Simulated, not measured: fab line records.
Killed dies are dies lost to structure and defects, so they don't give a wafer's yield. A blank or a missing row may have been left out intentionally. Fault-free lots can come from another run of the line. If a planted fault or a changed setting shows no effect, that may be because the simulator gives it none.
fab line records    flow nand_harc
record lots=15  wafers=45  last_day=33
route steps=1302 shown A_CONTACT@1039
lots with no fault: from the same line, run without faults
start_h: hours from the record's opening day to when the first of the lot's shown wafers began    wait_h: hours from the lot's prior step to this one    " the same as in the row above    L1.1+2: a single row standing in for several wafers    - value missing, or start not given    * or withheld: withheld    < > ~ a bound
route shown NAME@n: names a module that has steps shown in the file, with the first one's number in the route    usual: mean and standard deviation over wafers with no fault    same: alike in all rows    chamber/n: place in a boat    sites: the reading at each site    _std_site: standard deviation across them    _edge_site: mean of outer sites minus mean of inner sites    radius_mm: for every site, how far away it sits from the centre of the wafer    mask NAME#n: copy n    behind: the last tool/chamber to shape the wafer    hold: why the lot went on hold/how many hours it stayed there/how the hold came to an end    device: which transistor (n, p or np) failed to switch    end of line: the same wafers' tests at the end of the route    where a step has no rows: the recipe by itself    killed: the dies lost at the first sort to structure and to defects; this is not the yield of the wafer    map: per-die view of a wafer (x killed, . not killed, _ where there is no die)
set.NAME: the run value of the setting; set.NAME@STEP: its run value at that earlier step    model.NAME: the simulator's own value behind a step, which no gauge read
steps of the route over a sample of lots; a table a step, a row a wafer
services: the hour from which a tool's chamber was out of use, counted from the record's first day as start_h (under 0 if before that day), plus the number of hours and why
## steps
# step NHARC_A_CONTACT_CD_MEAS_69
# recipe target_cd_nm=300  landing_energy_ev=500
# usual cd_nm=300.0/0.47
lot.wafer  tool       chamber  start_h  wait_h  cd_nm
L811.2     cd_sem-01  0        505.89   -       298.9
L811.3     "          0        "        "       299.9
L811.5     "          0        "        "       299.3
L813.2     cd_sem-01  0        524.10   -       300.1
L813.4     "          0        "        "       299.8
L813.5     "          0        "        "       300.4
L815.2     cd_sem-01  0        538.47   -       300.1
L815.5     "          0        "        "       300.4
L815.6     "          0        "        "       300.1
L821.1     cd_sem-02  0        594.94   -       300.4
L821.3     "          0        "        "       300.6
L821.6     "          0        "        "       300.4
L822.3     cd_sem-01  0        602.00   -       301.1
L822.4     "          0        "        "       300.3
L822.5     "          0        "        "       299.9
L819.2     cd_sem-02  0        606.99   -       300.0
L819.5     "          0        "        "       300.6
L819.6     "          0        "        "       300.1
L825.1     cd_sem-02  0        631.47   -       299.7
L825.4     "          0        "        "       299.7
L825.5     "          0        "        "       299.4
L826.1     cd_sem-02  0        645.71   -       300.3
L826.2     "          0        "        "       301.3
L826.5     "          0        "        "       299.9
L827.1     cd_sem-03  0        652.02   -       300.4
L827.3     "          0        "        "       300.4
L827.4     "          0        "        "       300.2
L830.2     cd_sem-01  0        676.79   -       299.7
L830.3     "          0        "        "       299.4
L830.5     "          0        "        "       300.1
L829.1     cd_sem-02  0        679.80   -       299.7
L829.2     "          0        "        "       300.0
L829.3     "          0        "        "       300.0
L831.1     cd_sem-02  0        692.32   -       300.3
L831.4     "          0        "        "       300.4
L831.5     "          0        "        "       300.0
L832.1     cd_sem-02  0        717.32   -       299.7
L832.4     "          0        "        "       299.9
L832.5     "          0        "        "       300.3
L833.1     cd_sem-02  0        720.30   -       300.5
L833.5     "          0        "        "       300.2
L833.6     "          0        "        "       299.8
L834.1     cd_sem-02  0        735.25   -       299.9
L834.3     "          0        "        "       300.1
L834.4     "          0        "        "       299.7
# step NHARC_A_CONTACT_ETCH_76
# recipe target_depth_a=2600  over_etch_frac=0.3  time_s=475.3  ion_energy_ev=200  n2_flow_sccm=150  h2_flow_sccm=150  ar_flow_sccm=0  rf_w=400  bias_w=150  chemistry=N2/H2
# usual bias_w=150.0/0.44  chamber_pressure_mTorr=29.998/0.028  drypump_motor_current_A=5.6/0.36  oes_product_au=1.003/0.009  rf_vpp_V=431.8/2  showerhead_plenum_p_Torr=2.09/0.065  throttle_valve_pct=14.171/0.0083
lot.wafer  tool         chamber  start_h  wait_h  bias_w  chamber_pressure_mTorr  drypump_motor_current_A  oes_product_au  rf_hours_counter_h  rf_vpp_V  showerhead_plenum_p_Torr  throttle_valve_pct
L811.2     rie_diel-04  3        -        -       149.9   29.984                  5.3                      1.011           23                  431.4     2.08                      14.183
L811.3     "            1        "        "       150.1   30.007                  5.4                      0.999           24                  430.3     2.03                      14.158
L811.5     "            3        "        "       150.6   30.022                  5.3                      1.012           -                   432.0     2.08                      14.171
L813.2     rie_diel-04  0        -        -       150.3   29.987                  5.4                      1.009           27                  432.5     2.13                      14.153
L813.4     "            1        "        "       149.5   30.030                  5.4                      1.009           29                  431.8     2.03                      14.170
L813.5     "            3        "        "       150.2   29.999                  5.3                      1.004           -                   430.7     2.08                      14.176
L815.2     rie_diel-11  0        -        -       150.6   30.074                  6.2                      0.994           30                  434.6     2.16                      14.173
L815.6     "            2        "        "       149.5   29.997                  5.4                      1.003           -                   433.9     2.19                      14.165
L815.5     "            3        "        "       150.3   29.982                  5.9                      1.011           -                   428.2     1.98                      14.178
L821.3     rie_diel-11  1        -        -       149.8   29.990                  6.1                      0.999           49                  434.1     2.20                      14.169
L821.1     "            2        "        "       148.7   29.967                  5.5                      0.995           45                  433.5     2.18                      14.165
L821.6     "            1        "        "       150.7   29.969                  6.1                      0.998           -                   435.0     2.20                      14.169
L822.4     rie_diel-04  2        -        -       150.4   29.978                  5.2                      1.018           9                   433.3     2.12                      14.173
L822.3     "            3        "        "       150.0   30.003                  5.3                      1.014           10                  431.9     2.08                      14.171
L822.5     "            2        "        "       150.5   30.028                  5.2                      1.000           -                   433.1     2.12                      14.178
L819.2     rie_diel-04  2        -        -       149.3   30.038                  5.2                      1.018           11                  431.6     2.12                      14.178
L819.6     "            0        "        "       149.8   30.012                  5.4                      1.007           -                   432.9     2.12                      14.162
L819.5     "            1        "        "       149.8   29.980                  5.4                      0.997           -                   430.6     2.03                      14.171
L825.1     rie_diel-04  0        -        -       149.6   29.977                  5.5                      0.998           15                  433.8     2.12                      14.176
L825.4     "            2        "        "       150.2   29.940                  5.2                      1.016           18                  432.2     2.11                      14.171
L825.5     "            1        "        "       149.9   29.967                  5.4                      1.007           -                   429.9     2.03                      14.180
L826.1     rie_diel-11  0        -        -       150.3   29.999                  6.2                      0.989           7                   433.5     2.15                      14.192
L826.2     "            1        "        "       150.6   29.995                  6.1                      1.000           7                   435.3     2.19                      14.168
L826.5     "            2        "        "       150.3   29.992                  5.5                      1.002           -                   434.0     2.17                      14.172
L827.1     rie_diel-04  0        -        -       148.9   29.977                  5.5                      1.013           21                  431.1     2.12                      14.171
L827.4     "            1        "        "       150.1   30.012                  5.4                      1.011           21                  430.6     2.03                      14.175
L827.3     "            2        "        "       150.1   30.041                  5.2                      1.020           23                  433.2     2.11                      14.155
L830.3     rie_diel-04  1        -        -       150.2   30.002                  5.4                      1.003           27                  429.5     2.02                      14.171
L830.2     "            2        "        "       150.2   30.007                  5.2                      1.009           28                  432.2     2.11                      14.169
L830.5     "            0        "        "       150.1   30.045                  5.4                      1.010           -                   432.0     2.12                      14.174
L829.1     rie_diel-11  1        -        -       150.0   29.968                  6.1                      0.991           21                  435.6     2.19                      14.173
L829.2     "            2        "        "       150.0   29.971                  5.5                      0.995           25                  433.6     2.17                      14.150
L829.3     "            3        "        "       149.7   29.905                  5.9                      1.000           26                  427.9     1.96                      14.156
L831.4     rie_diel-04  3        -        -       150.7   29.994                  5.3                      1.013           31                  429.9     2.07                      14.173
L831.1     "            0        "        "       150.7   29.956                  5.4                      1.011           28                  433.2     2.12                      14.175
L831.5     "            3        "        "       150.5   30.073                  5.3                      1.019           -                   432.2     2.07                      14.171
L832.1     rie_diel-06  3        -        -       149.4   29.992                  6.0                      0.993           19                  428.4     1.99                      14.174
L832.5     "            3        "        "       149.3   30.041                  6.0                      1.004           -                   429.5     1.99                      14.187
L832.4     "            0        "        "       150.4   29.948                  6.0                      0.981           -                   430.4     2.03                      14.171
L833.1     rie_diel-11  3        -        -       149.2   29.994                  5.9                      1.000           37                  430.0     1.96                      14.175
L833.6     "            2        "        "       149.8   30.000                  5.5                      1.006           -                   432.7     2.16                      14.173
L833.5     "            3        "        "       149.8   29.964                  5.9                      1.004           -                   426.5     1.96                      14.175
L834.3     rie_diel-11  1        -        -       150.6   29.970                  6.1                      1.015           33                  433.8     2.19                      14.165
L834.1     "            2        "        "       150.2   29.981                  5.5                      1.007           38                  433.5     2.16                      14.167
L834.4     "            3        "        "       149.7   29.995                  5.8                      1.018           41                  427.8     1.96                      14.178
# step NHARC_A_CONTACT_ETCH_133
# recipe source_w=withheld  pressure_mtorr=20  bias_v=400  time_s=374  target_depth_a=16100  ar_flow_sccm=withheld  c4f8_flow_sccm=11.5  o2_flow_sccm=7.2  chemistry=C4F8/O2/Ar
# usual chamber_pressure_mTorr=20.001/0.018  oes_air_line_au=0.999/0.02
lot.wafer  tool             chamber  start_h  wait_h  chamber_pressure_mTorr  oes_air_line_au  rf_hours_counter_h
L811.2     har_cap_etch-03  0        509.30   0.2     19.994                  1.029            46
L811.3     "                0        "        "       20.020                  0.987            -
L811.5     "                0        "        "       19.993                  1.017            -
L813.2     har_cap_etch-01  1        527.50   0.2     19.985                  0.999            3
L813.4     "                1        "        "       20.014                  1.010            -
L813.5     "                0        "        "       19.982                  0.990            -
L815.2     har_cap_etch-01  1        541.88   0.1     20.008                  1.015            5
L815.6     "                1        "        "       19.999                  1.003            -
L815.5     "                0        "        "       19.987                  0.990            -
L821.1     har_cap_etch-01  1        598.60   0.2     20.016                  0.991            13
L821.3     "                0        "        "       20.022                  0.977            -
L821.6     "                1        "        "       19.997                  1.010            -
L822.3     har_cap_etch-01  1        605.47   0.2     -                       -                -
L822.4     "                0        "        "       -                       -                -
L822.5     "                1        "        "       -                       -                -
L819.2     har_cap_etch-02  1        610.70   0.2     -                       -                -
L819.5     "                0        "        "       -                       -                -
L819.6     "                1        "        "       -                       -                -
L825.1     har_cap_etch-02  0        634.81   0.1     -                       -                -
L825.4     "                1        "        "       -                       -                -
L825.5     "                0        "        "       -                       -                -
L826.1     har_cap_etch-02  1        649.06   0.1     19.995                  0.999            110
L826.2     "                0        "        "       19.989                  0.996            110
L826.5     "                1        "        "       20.007                  0.976            -
L827.1     har_cap_etch-03  0        655.36   0.1     20.025                  0.992            73
L827.4     "                0        "        "       19.988                  1.034            -
L827.3     "                1        "        "       20.008                  0.960            -
L830.2     har_cap_etch-03  0        680.12   0.1     20.021                  1.019            77
L830.3     "                1        "        "       20.021                  0.984            -
L830.5     "                1        "        "       19.991                  0.999            -
L829.2     har_cap_etch-02  1        683.14   0.1     19.987                  1.007            116
L829.1     "                0        "        "       20.019                  0.999            116
L829.3     "                1        "        "       20.014                  1.005            -
L831.1     har_cap_etch-03  1        695.74   0.2     19.966                  1.018            81
L831.4     "                1        "        "       20.012                  1.028            -
L831.5     "                1        "        "       19.991                  1.009            -
L832.1     har_cap_etch-02  1        721.09   0.2     20.049                  0.987            120
L832.4     "                0        "        "       19.990                  0.997            -
L832.5     "                0        "        "       19.992                  1.020            -
L833.1     har_cap_etch-03  0        723.65   0.1     20.001                  1.028            85
L833.6     "                0        "        "       20.006                  1.009            -
L833.5     "                1        "        "       19.993                  1.020            -
L834.1     har_cap_etch-02  1        738.66   0.1     19.982                  1.031            124
L834.3     "                1        "        "       20.034                  1.013            -
L834.4     "                0        "        "       20.010                  1.015            -
# step NHARC_A_CONTACT_ETCH_106
# recipe target_depth_a=900  overetch_a=90  time_s=49.5  ion_energy_ev=100  cf4_flow_sccm=80  o2_flow_sccm=20  ar_flow_sccm=0  rf_w=300  bias_w=100  chemistry=CF4/O2
# usual bias_w=100.0/0.33  cf4_flow_sccm=79.97/0.22  drypump_motor_current_A=5.6/0.39  o2_flow_sccm=19.99/0.061  oes_product_au=1.001/0.0091  rf_vpp_V=198.2/1.1  showerhead_plenum_p_Torr=1.36/0.041  throttle_valve_pct=13.398/0.009
lot.wafer  tool         chamber  start_h  wait_h  bias_w  cf4_flow_sccm  drypump_motor_current_A  o2_flow_sccm  oes_product_au  rf_hours_counter_h  rf_vpp_V  showerhead_plenum_p_Torr  throttle_valve_pct
L811.3     rie_diel-06  1        510.54   0.1     99.8    79.68          6.2                      20.00         0.985           4                   197.4     1.31                      13.395
L811.2     "            2        "        "       100.3   79.88          5.0                      19.91         0.990           4                   197.6     1.33                      13.401
L811.5     "            1        "        "       100.0   80.03          6.2                      19.94         0.996           -                   197.5     1.31                      13.391
L813.2     rie_diel-11  0        528.92   0.1     99.9    79.81          6.2                      19.89         1.002           28                  200.0     1.41                      13.394
L813.4     "            2        "        "       99.7    79.89          5.5                      20.02         1.007           23                  200.5     1.43                      13.410
L813.5     "            3        "        "       100.1   80.07          5.9                      19.89         1.011           -                   197.1     1.30                      13.402
L815.2     rie_diel-04  2        543.17   0.1     99.5    79.89          5.2                      19.98         1.009           0                   199.5     1.38                      13.405
L815.5     "            1        "        "       100.0   80.32          5.4                      20.05         1.011           -                   197.0     1.33                      13.415
L815.6     "            2        "        "       99.4    79.65          5.2                      20.09         1.014           -                   197.8     1.38                      13.391
L821.1     rie_diel-04  3        599.84   0.1     100.3   79.78          5.3                      19.99         1.007           10                  199.1     1.36                      13.398
L821.3     "            0        "        "       100.4   79.79          5.4                      19.99         1.004           8                   198.1     1.39                      13.405
L821.6     "            2        "        "       100.0   79.91          5.2                      19.93         1.008           -                   199.5     1.38                      13.388
L822.3     rie_diel-06  3        609.45   2.9     99.3    79.85          6.0                      20.06         0.999           47                  197.1     1.31                      13.414
L822.4     "            0        "        "       100.1   79.74          6.0                      19.93         0.984           37                  198.0     1.34                      13.393
L822.5     "            0        "        "       99.8    80.23          6.0                      19.96         0.995           -                   198.2     1.34                      13.401
L819.2     rie_diel-04  2        611.94   0.1     100.1   80.13          5.2                      19.98         1.005           13                  199.6     1.38                      13.412
L819.6     "            0        "        "       100.2   80.21          5.5                      19.98         0.991           -                   198.6     1.39                      13.391
L819.5     "            1        "        "       99.5    79.95          5.4                      20.12         0.995           -                   197.3     1.33                      13.377
L825.4     rie_diel-11  0        636.19   0.1     100.1   80.20          6.2                      19.97         0.980           4                   198.8     1.40                      13.407
L825.1     "            1        "        "       99.6    80.29          6.1                      19.90         1.005           4                   198.2     1.43                      13.405
L825.5     "            3        "        "       100.0   79.69          5.9                      19.93         1.017           -                   196.1     1.29                      13.395
L826.1     rie_diel-04  2        650.36   0.1     99.4    80.16          5.2                      19.96         1.010           23                  198.5     1.38                      13.407
L826.2     "            3        "        "       100.0   79.90          5.3                      20.00         1.009           23                  196.7     1.35                      13.385
L826.5     "            3        "        "       99.7    79.76          5.3                      20.03         1.000           -                   198.0     1.35                      13.397
L827.3     rie_diel-11  2        656.68   0.1     99.9    79.86          5.5                      19.98         1.005           12                  198.2     1.42                      13.391
L827.1     "            3        "        "       99.5    79.95          5.9                      20.00         1.015           12                  196.2     1.29                      13.399
L827.4     "            0        "        "       100.2   79.81          6.2                      19.98         0.975           13                  199.1     1.40                      13.397
L830.3     rie_diel-04  0        681.42   0.1     100.5   80.03          5.4                      19.98         1.007           27                  198.1     1.38                      13.388
L830.2     "            1        "        "       100.1   80.01          5.4                      19.99         1.008           28                  197.8     1.32                      13.400
L830.5     "            0        "        "       100.5   80.17          5.4                      20.05         1.019           -                   200.1     1.38                      13.403
L829.3     rie_diel-04  1        684.47   0.1     99.9    80.38          5.4                      19.93         0.997           28                  197.1     1.33                      13.396
L829.2     "            2        "        "       99.6    80.06          5.2                      20.05         1.002           29                  198.5     1.38                      13.395
L829.1     "            3        "        "       99.6    79.78          5.3                      20.03         0.996           29                  197.9     1.35                      13.399
L831.1     rie_diel-04  1        696.97   0.1     99.9    79.74          5.4                      20.03         1.005           31                  197.0     1.32                      13.407
L831.4     "            2        "        "       100.0   79.78          5.2                      19.98         1.009           33                  198.0     1.38                      13.391
L831.5     "            0        "        "       100.1   79.80          5.4                      20.08         1.015           -                   197.8     1.38                      13.402
L832.4     rie_diel-11  0        722.38   0.0     100.4   80.48          6.2                      19.95         0.998           32                  196.4     1.40                      13.405
L832.1     "            3        "        "       100.4   79.71          5.8                      19.98         0.994           38                  196.9     1.28                      13.398
L832.5     "            0        "        "       100.4   79.81          6.2                      19.89         0.992           -                   199.0     1.40                      13.418
L833.1     rie_diel-04  0        724.96   0.1     100.4   79.97          5.4                      20.03         1.013           2                   198.6     1.38                      13.406
L833.6     "            2        "        "       100.1   79.88          5.2                      19.93         1.000           -                   198.6     1.38                      13.378
L833.5     "            3        "        "       99.7    80.22          5.3                      19.99         1.008           -                   198.0     1.35                      13.397
L834.4     rie_diel-06  2        739.95   0.1     99.9    79.83          5.0                      20.04         0.992           28                  197.2     1.31                      13.412
L834.1     "            0        "        "       99.8    79.91          6.1                      20.15         0.983           28                  197.9     1.33                      13.406
L834.3     "            1        "        "       99.6    79.96          6.2                      20.11         0.987           0                   196.5     1.30                      13.407
## services
tool             chamber  start_h  hours  kind
rie_diel-06      -        484.33   9.0    pm
rie_diel-04      0        486.40   -      clean
rie_diel-04      1        486.40   -      clean
rie_diel-04      2        486.40   -      clean
rie_diel-04      3        486.40   -      clean
har_cap_etch-01  -        500.26   17.0   pm
rie_diel-04      0        510.90   -      clean
rie_diel-04      1        510.90   -      clean
rie_diel-04      2        510.90   -      clean
rie_diel-04      3        510.90   -      clean
rie_diel-11      -        521.51   1.2    repair
rie_diel-04      -        531.90   9.0    pm
rie_diel-04      2        545.41   3.6    repair
rie_diel-06      1        570.09   5.1    repair
rie_diel-06      -        574.03   0.3    repair
har_cap_etch-01  -        593.61   0.2    repair
rie_diel-06      0        599.61   6.3    repair
rie_diel-06      1        602.26   2.7    repair
rie_diel-11      -        610.04   9.0    pm
har_cap_etch-02  -        616.73   1.2    repair
rie_diel-06      1        640.38   96.4   repair
rie_diel-06      -        661.33   9.0    pm
rie_diel-04      0        681.85   8.3    repair
rie_diel-04      -        708.90   9.0    pm
## key
first_sign step=NHARC_A_CONTACT_ETCH_133  reading=tool_record  direction=missing
effect none on later readings
met_at NHARC_A_CONTACT_ETCH_133
struck_lots L819,L822,L825
later_rows_left_out L819.2,L819.5,L819.6,L822.3,L822.4,L822.5,L825.1,L825.4,L825.5
sort_left_out L819.2,L819.5,L819.6,L822.3,L822.4,L822.5,L825.1,L825.4,L825.5
tester_left_out L819,L822,L825
not_acting_at NHARC_A_CONTACT_CD_MEAS_69,NHARC_A_CONTACT_ETCH_76,NHARC_A_CONTACT_ETCH_106
onset_between 598.60 605.47
fault kind=skipped_step_whole  tool=har_cap_etch-01,har_cap_etch-02  chamber=-  onset_h=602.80  steps=NHARC_A_CONTACT_ETCH_133  scope=struck_lots_only
# tester_left_out: of these lots the tester's yield and bins aren't shown, on N5 and GAA mostly nor the transistor test; their killed dies are dies lost to structure and defects alone, not to doping, threshold or leakage, so they don't give the yield
# sort_left_out: the simulated sort isn't trusted on such a fault, so these wafers' sort isn't shown, and their yield isn't known
# later_rows_left_out: the simulator's readings of these wafers behind a module that went badly wrong aren't trusted and aren't shown, but for the sort
